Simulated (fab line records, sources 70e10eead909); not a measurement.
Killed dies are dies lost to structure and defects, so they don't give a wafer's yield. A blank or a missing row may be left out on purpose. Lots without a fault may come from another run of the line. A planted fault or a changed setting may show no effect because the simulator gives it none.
Which tool did it? | flow nand_harc | 13 lots, 39 wafers sampled, at 5 steps of a route of 1302

WHAT THE GAUGES READ, wafer by wafer
NHARC_P_STI_OCD_MEAS_43. Usual: trench_depth_nm 301.0 nm, standard deviation 2.9; trench_foot_cd_nm 158.0 nm, standard deviation 2.
lot  | measured     | on     | trench_depth_nm (nm) | trench_foot_cd_nm (nm) | flag
L134 | day 2 22:47  | ocd-01 | 297.6 302.4 297.9    | 160.1 161.2 159.9      |
L135 | day 3 10:56  | ocd-02 | 300.0 299.2 301.3    | 158.5 160.1 157.3      |
L137 | day 3 22:32  | ocd-02 | 301.8 299.9 300.5    | 156.7 156.9 155.6      |
L146 | day 7 21:33  | ocd-02 | 300.3 302.6 298.8    | 158.1 158.0 155.3      |
L147 | day 8 07:47  | ocd-02 | 300.3 298.5 297.7    | 158.5 155.7 158.7      |
L148 | day 8 16:32  | ocd-02 | 302.8 302.8 301.3    | 160.0 162.3 160.0      |
L149 | day 9 04:44  | ocd-01 | 298.2 300.0 301.4    | 156.2 157.4 156.7      |
L151 | day 10 00:30 | ocd-02 | 301.6 302.3 301.5    | 162.6 159.4 159.5      |
L152 | day 10 07:36 | ocd-01 | 301.8 300.6 304.9    | 159.2 157.5 158.2      |
L153 | day 10 18:51 | ocd-02 | 299.8 301.9 301.1    | 155.6 159.9 157.5      |
L154 | day 11 04:10 | ocd-01 | 303.2 306.0 296.2    | 153.4 156.5 158.1      |
L156 | day 12 01:04 | ocd-02 | 303.1 302.5 302.7    | 157.1 154.7 157.3      |
L157 | day 12 11:11 | ocd-01 | 305.9 305.1 298.5    | 158.6 157.9 158.8      |

NHARC_P_STI_INSPECT_25. Usual: raw_defect_count 223, standard deviation 83.
lot  | measured     | on                | raw_defect_count | flag
L134 | day 4 14:05  | defect_inspect-02 | 130 141 221      |
L135 | day 4 14:05  | defect_inspect-01 | 110 149 197      |
L137 | day 5 04:53  | defect_inspect-01 | 192 272 288      |
L146 | day 8 22:58  | defect_inspect-01 | 145 309 317      |
L147 | day 9 09:26  | defect_inspect-01 | 123 110 139      |
L148 | day 10 02:40 | defect_inspect-01 | 292 137 147      |
L149 | day 10 06:47 | defect_inspect-01 | 253 226 350      |
L151 | day 11 04:09 | defect_inspect-02 | 145 120 207      |
L152 | day 11 08:51 | defect_inspect-01 | 144 204 212      |
L153 | day 11 20:16 | defect_inspect-02 | 169 242 169      |
L154 | day 12 06:49 | defect_inspect-02 | 202 185 147      |
L156 | day 13 07:46 | defect_inspect-02 | 240 279 247      |
L157 | day 13 16:16 | defect_inspect-01 | 160 175 93       |

NHARC_P_GATE_CD_MEAS_11: target cd 1640 nm. Usual: cd_nm 1640.3 nm, standard deviation 1.4.
lot  | measured     | on        | cd_nm (nm)           | flag
L134 | day 4 22:34  | cd_sem-02 | 1640.1 1639.1 1641.0 |
L135 | day 4 22:44  | cd_sem-02 | 1640.1 1639.7 1639.7 |
L137 | day 5 13:07  | cd_sem-02 | - - -                | OFF
L146 | day 9 07:43  | cd_sem-02 | 1639.3 1639.3 1638.2 |
L147 | day 9 18:12  | cd_sem-01 | 1642.3 1642.1 1640.4 |
L148 | day 10 11:25 | cd_sem-02 | 1638.8 1637.0 1637.8 |
L149 | day 10 15:27 | cd_sem-02 | 1639.4 1638.5 1637.9 |
L151 | day 11 12:21 | cd_sem-03 | 1639.4 1640.3 1639.4 |
L152 | day 11 21:38 | cd_sem-02 | 1641.8 1641.7 1641.6 |
L153 | day 12 04:37 | cd_sem-01 | 1640.6 1639.9 1639.4 |
L154 | day 12 15:32 | cd_sem-01 | 1642.9 1642.6 1641.2 |
L156 | day 13 16:10 | cd_sem-03 | 1638.4 1639.2 1640.7 |
L157 | day 14 01:03 | cd_sem-02 | 1639.5 1636.9 1637.2 |

WHICH TOOL RAN EACH LOT (tool, then ch and the chambers of the sampled wafers, then the start)
lot  | NHARC_P_ZERO_WELL_DESCUM_54       | NHARC_P_GATE_EXPOSE_08
L134 | rie_diel-03 ch 0,1,3, day 2 02:01 | krf_scanner-01 ch 0, day 4 22:25
L135 | rie_diel-03 ch 0,1,3, day 2 12:01 | krf_scanner-03 ch 0, day 4 22:34
L137 | rie_diel-06 ch 0,1,2, day 3 07:33 | krf_scanner-03 ch 0, day 5 12:58
L146 | rie_diel-05 ch 0,3, day 7 01:56   | krf_scanner-03 ch 0, day 9 07:33
L147 | rie_diel-06 ch 0,1, day 7 12:01   | krf_scanner-01 ch 0, day 9 18:02
L148 | rie_diel-03 ch 0,1,3, day 7 21:56 | krf_scanner-04 ch 0, day 10 11:16
L149 | rie_diel-03 ch 0,2, day 8 09:46   | krf_scanner-01 ch 0, day 10 15:18
L151 | rie_diel-05 ch 2,3, day 9 03:50   | krf_scanner-04 ch 0, day 11 12:12
L152 | rie_diel-06 ch 0,2,3, day 9 14:05 | krf_scanner-03 ch 0, day 11 21:28
L153 | rie_diel-06 ch 0,2, day 9 23:56   | krf_scanner-01 ch 0, day 12 04:28
L154 | rie_diel-05 ch 1,2, day 10 10:03  | krf_scanner-03 ch 0, day 12 15:23
L156 | rie_diel-05 ch 0,1, day 11 06:06  | krf_scanner-03 ch 0, day 13 16:00
L157 | rie_diel-03 ch 2,3, day 11 16:05  | krf_scanner-04 ch 0, day 14 00:53
- NHARC_P_ZERO_WELL_DESCUM_54: chemistry O2, time 3 s.
- NHARC_P_GATE_EXPOSE_08: exposes mask P HV.

WHAT THE TOOLS THEMSELVES READ (means of the sampled wafers that have a number; where no wafer has one, the mark that the record gives instead)
NHARC_P_ZERO_WELL_DESCUM_54. Usual: drypump_motor_current_A 5.8 A, standard deviation 0.43; oes_product_au 0.999 a.u., standard deviation 0.0078; rf_vpp_V 57.5 V, standard deviation 0.79; showerhead_plenum_p_Torr 1.87 Torr, standard deviation 0.065; throttle_valve_pct 11.310 %, standard deviation 0.0088.
lot  | tool        | drypump_motor_current_A (A) | oes_product_au (a.u.) | rf_vpp_V (V) | showerhead_plenum_p_Torr (Torr) | throttle_valve_pct (%) | flag
L134 | rie_diel-03 | 5.6                         | 1.005                 | 57.6         | 1.93                            | 11.304                 |
L135 | rie_diel-03 | 5.6                         | 0.998                 | 57.4         | 1.93                            | 11.315                 |
L137 | rie_diel-06 | 6.0                         | 1.001                 | 58.2         | 1.92                            | 11.304                 |
L146 | rie_diel-05 | 5.7                         | 1.005                 | 56.2         | 1.80                            | 11.309                 |
L147 | rie_diel-06 | 6.0                         | 0.997                 | 57.9         | 1.87                            | 11.301                 |
L148 | rie_diel-03 | 5.6                         | 0.995                 | 57.7         | 1.92                            | 11.311                 |
L149 | rie_diel-03 | 5.9                         | 0.997                 | 57.2         | 1.87                            | 11.318                 |
L151 | rie_diel-05 | 6.4                         | 1.007                 | 57.4         | 1.80                            | 11.300                 |
L152 | rie_diel-06 | 5.7                         | 1.001                 | 57.5         | 1.88                            | 11.312                 |
L153 | rie_diel-06 | 5.8                         | 0.998                 | 57.8         | 1.90                            | 11.310                 |
L154 | rie_diel-05 | 5.9                         | 1.000                 | 57.5         | 1.78                            | 11.308                 |
L156 | rie_diel-05 | 5.1                         | 0.997                 | 57.9         | 1.98                            | 11.307                 |
L157 | rie_diel-03 | 5.7                         | 1.000                 | 58.0         | 1.89                            | 11.318                 |

NHARC_P_GATE_EXPOSE_08. Usual: reticle_temp_C 23.01 C, standard deviation 0.1; stage_vel_mm_s 500.00 mm/s, standard deviation 0.26.
lot  | tool           | reticle_temp_C (C) | stage_vel_mm_s (mm/s) | flag
L134 | krf_scanner-01 | 23.08              | 500.18                |
L135 | krf_scanner-03 | 23.00              | 500.03                |
L137 | krf_scanner-03 | 23.18              | 500.09                |
L146 | krf_scanner-03 | 22.96              | 500.13                |
L147 | krf_scanner-01 | 22.97              | 499.86                |
L148 | krf_scanner-04 | 22.96              | 499.74                |
L149 | krf_scanner-01 | 22.97              | 499.96                |
L151 | krf_scanner-04 | 22.90              | 500.24                |
L152 | krf_scanner-03 | 22.99              | 500.18                |
L153 | krf_scanner-01 | 23.04              | 499.87                |
L154 | krf_scanner-03 | 23.02              | 499.86                |
L156 | krf_scanner-03 | 23.04              | 499.78                |
L157 | krf_scanner-04 | 22.94              | 500.04                |

THE ANSWER, worked out from the rows above alone
Rule: a lot is off if the mean of its wafers that have a number lies more than 3 standard deviations from the usual mean. A lot without any number at a reading at which 4 lots or more have one is off too. The other lots that the step has rows for count as sound. The gauges are gone through in route order, then the tools' own readings, and for those a lot's mean is taken as printed above. The first step at which some lot is off is used, and at that step the reading that is off furthest; a lot without a number counts as furthest.
Off: L137, at NHARC_P_GATE_CD_MEAS_11 (cd_nm). Without a number there: L137.
A tool fits if, at a process step before that reading, it ran every lot that is off, and no sound lot after the first of them. The gauges at NHARC_P_GATE_CD_MEAS_11 are tried like those tools. None of those tried fits.

WHAT THE SIMULATOR HAD PUT IN
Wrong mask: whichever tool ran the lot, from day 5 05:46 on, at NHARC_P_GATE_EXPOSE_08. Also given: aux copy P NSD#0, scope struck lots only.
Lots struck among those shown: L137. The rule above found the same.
